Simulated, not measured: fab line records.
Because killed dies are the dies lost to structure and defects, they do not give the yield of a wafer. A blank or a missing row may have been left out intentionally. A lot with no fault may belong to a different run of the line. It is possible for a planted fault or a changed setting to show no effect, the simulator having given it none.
The tool behind it: which one? ; flow nand-harc ; 12 lots, 36 wafers sampled, at 5 steps of a route of 1302

== WHAT EACH GAUGE READ, for each wafer ==
NHARC_END_SORT_01. Usual: killed-at-array 46, standard deviation 16; killed-at-other 0.9, standard deviation 1.3; killed-at-periphery 4.1, standard deviation 3; killed-dies 51, standard deviation 17; killed-open 3.5, standard deviation 1.8; killed-short 2.5, standard deviation 1.8.
lot;measured;on;killed-at-array;killed-at-other;killed-at-periphery;killed-dies;killed-open;killed-short;flag
L164;day 28 20:07;prober-02;37 42 37;0 0 1;0 2 1;37 44 39;5 4 8;0 4 1;
L165;day 29 18:41;prober-01;28 33 35;1 2 0;8 4 8;37 39 43;3 5 1;1 1 0;
L166;day 29 07:43;prober-02;27 23 22;0 1 0;4 3 3;31 27 25;5 4 5;0 4 4;
L171;day 33 01:32;prober-02;30 46 34;2 0 3;11 6 6;43 52 43;5 5 2;2 6 4;

== EACH LOT AND THE TOOL THAT RAN IT (in order: tool; ch and the chambers of the sampled wafers; start) ==
lot;NHARC_P_GATE_STRIP_101;NHARC_P_GATE_STRIP_75;NHARC_P_GATE_EXPOSE_56;NHARC_P_GATE_STRIP_112
L154;rie-diel-04 ch 0,2,3, day 6 00:01;plasma-asher-02 ch 0,1, day 6 01:44;krf-scanner-04 ch 0, day 6 02:35;plasma-asher-02 ch 0,1, day 6 03:26
L155;rie-diel-11 ch 0,1,3, day 6 07:38;plasma-asher-02 ch 1, day 6 09:35;krf-scanner-01 ch 0, day 6 10:20;plasma-asher-02 ch 0,1, day 6 11:04
L157;rie-diel-12 ch 0,1, day 7 02:17;plasma-asher-02 ch 0,1, day 7 04:03;krf-scanner-04 ch 0, day 7 04:41;plasma-asher-01 ch 0,1, day 7 05:31
L158;rie-diel-12 ch 0,2,3, day 7 22:01;plasma-asher-02 ch 0,1, day 7 23:41;krf-scanner-04 ch 0, day 8 00:19;plasma-asher-02 ch 0,1, day 8 01:04
L162;rie-diel-11 ch 1,2,3, day 9 09:33;plasma-asher-01 ch 0,1, day 9 11:10;krf-scanner-02 ch 0, day 9 11:56;plasma-asher-02 ch 0,1, day 9 12:37
L163;rie-diel-04 ch 1,2, day 9 20:29;plasma-asher-02 ch 0,1, day 9 22:07;krf-scanner-01 ch 0, day 9 22:53;plasma-asher-01 ch 0,1, day 9 23:34
L164;rie-diel-12 ch 0,2,3, day 10 03:01;plasma-asher-01 ch 0,1, day 10 04:45;krf-scanner-01 ch 0, day 10 05:23;plasma-asher-02 ch 0,1, day 10 06:07
L165;rie-diel-04 ch 2,3, day 10 08:31;plasma-asher-02 ch 0,1, day 10 10:17;krf-scanner-02 ch 0, day 10 11:03;plasma-asher-01 ch 1, day 10 11:47
L166;rie-diel-12 ch 0,3, day 10 19:40;plasma-asher-02 ch 0,1, day 10 21:26;krf-scanner-04 ch 0, day 10 22:12;plasma-asher-02 ch 0, day 10 22:55
L168;rie-diel-04 ch 1,2, day 12 00:26;plasma-asher-01 ch 0,1, day 12 02:12;krf-scanner-04 ch 0, day 12 02:58;plasma-asher-02 ch 0,1, day 12 03:41
L171;rie-diel-04 ch 1,2,3, day 13 00:12;plasma-asher-01 ch 0,1, day 13 01:57;krf-scanner-01 ch 0, day 13 02:44;plasma-asher-02 ch 0,1, day 13 03:28
L176;rie-diel-11 ch 0,1, day 15 03:40;plasma-asher-01 ch 0,1, day 15 05:17;krf-scanner-02 ch 0, day 15 06:03;plasma-asher-02 ch 0,1, day 15 06:44
- NHARC_P_GATE_STRIP_101: strips in O2, time 20 s.
- NHARC_P_GATE_STRIP_75: strips in O2.
- NHARC_P_GATE_EXPOSE_56: exposes mask P PSD, target cd 720 nm.
- NHARC_P_GATE_STRIP_112: strips in N2/H2, time 200 s.

== WHAT THE TOOLS THEMSELVES READ (means of the sampled wafers that have a number; where no wafer has one, the mark that the record gives instead) ==
NHARC_P_GATE_STRIP_101. Usual: chamber-pressure-mTorr 60.00 mTorr, standard deviation 0.056; drypump-motor-current-A 5.6 A, standard deviation 0.45; oes-product-au 0.998 a.u., standard deviation 0.0097; rf-vpp-V 57.6 V, standard deviation 0.88; showerhead-plenum-p-Torr 3.51 Torr, standard deviation 0.16; throttle-valve-pct 17.036 %, standard deviation 0.0087.
lot;tool;chamber-pressure-mTorr (mTorr);drypump-motor-current-A (A);oes-product-au (a.u.);rf-vpp-V (V);showerhead-plenum-p-Torr (Torr);throttle-valve-pct (%);flag
L154;rie-diel-04;59.98;5.4;1.006;58.0;3.57;17.041;
L155;rie-diel-11;59.97;5.3;1.000;57.4;3.48;17.032;
L157;rie-diel-12;60.00;5.8;0.993;57.4;3.63;17.026;
L158;rie-diel-12;60.05;5.5;0.993;57.8;3.62;17.038;
L162;rie-diel-11;60.03;5.7;0.990;58.0;3.47;17.032;
L163;rie-diel-04;60.00;5.7;1.002;57.0;3.32;17.036;
L164;rie-diel-12;60.03;5.5;0.990;58.4;3.62;17.042;
L165;rie-diel-04;59.98;5.6;1.008;57.8;3.47;17.039;
L166;rie-diel-12;60.04;5.8;0.990;57.6;3.66;17.037;
L168;rie-diel-04;60.04;5.7;1.016;56.4;3.32;17.041;
L171;rie-diel-04;59.97;5.5;1.006;57.6;3.47;17.034;
L176;rie-diel-11;60.01;4.9;0.988;57.6;3.55;17.031;

NHARC_P_GATE_STRIP_75. Usual: drypump-motor-current-A 5.7 A, standard deviation 0.55; heater-power-w 342 W, standard deviation 25.
lot;tool;drypump-motor-current-A (A);heater-power-w (W);flag
L154;plasma-asher-02;6.3;369;
L155;plasma-asher-02;5.8;372;
L157;plasma-asher-02;6.0;368;
L158;plasma-asher-02;6.0;370;
L162;plasma-asher-01;5.1;323;
L163;plasma-asher-02;6.3;363;
L164;plasma-asher-01;5.1;321;
L165;plasma-asher-02;6.0;370;
L166;plasma-asher-02;6.0;373;
L168;plasma-asher-01;5.3;315;
L171;plasma-asher-01;5.2;319;
L176;plasma-asher-01;5.2;318;

NHARC_P_GATE_EXPOSE_56. Usual: reticle-temp-C at 22.99 C, with a standard deviation of 0.097.
lot;tool;reticle-temp-C (C);flag
L154;krf-scanner-04;22.87;
L155;krf-scanner-01;22.92;
L157;krf-scanner-04;22.95;
L158;krf-scanner-04;23.04;
L162;krf-scanner-02;23.01;
L163;krf-scanner-01;22.94;
L164;krf-scanner-01;23.12;
L165;krf-scanner-02;22.98;
L166;krf-scanner-04;22.93;
L168;krf-scanner-04;23.00;
L171;krf-scanner-01;23.12;
L176;krf-scanner-02;23.02;

NHARC_P_GATE_STRIP_112. Usual: drypump-motor-current-A 5.8 A, standard deviation 0.53; heater-power-w 94 W, standard deviation 6.3.
lot;tool;drypump-motor-current-A (A);heater-power-w (W);flag
L154;plasma-asher-02;6.3;98;
L155;plasma-asher-02;6.3;99;
L157;plasma-asher-01;5.1;86;
L158;plasma-asher-02;6.3;97;
L162;plasma-asher-02;6.3;97;
L163;plasma-asher-01;5.2;87;
L164;plasma-asher-02;6.0;99;
L165;plasma-asher-01;5.1;89;
L166;plasma-asher-02;6.5;97;
L168;plasma-asher-02;6.0;98;
L171;plasma-asher-02;6.0;97;
L176;plasma-asher-02;6.0;98;

== THE ANSWER, worked out from the rows above alone ==
Rule: take the mean of a lot's wafers that have a number; if it is more than 3 standard deviations from the usual mean, the lot is off. Also off: a lot with no number at a reading for which 4 or more lots have one. The other lots that the step has rows for count as sound. Order of review: gauges by route order, followed by the tools' own readings, for which a lot's mean as printed above is used. The first step at which some lot is off is used, and at that step the reading that is off furthest; a lot without a number counts as furthest.
Across all readings shown, no lot is off: no conclusion can be drawn from this.

== WHAT THE SIMULATOR PUT IN ==
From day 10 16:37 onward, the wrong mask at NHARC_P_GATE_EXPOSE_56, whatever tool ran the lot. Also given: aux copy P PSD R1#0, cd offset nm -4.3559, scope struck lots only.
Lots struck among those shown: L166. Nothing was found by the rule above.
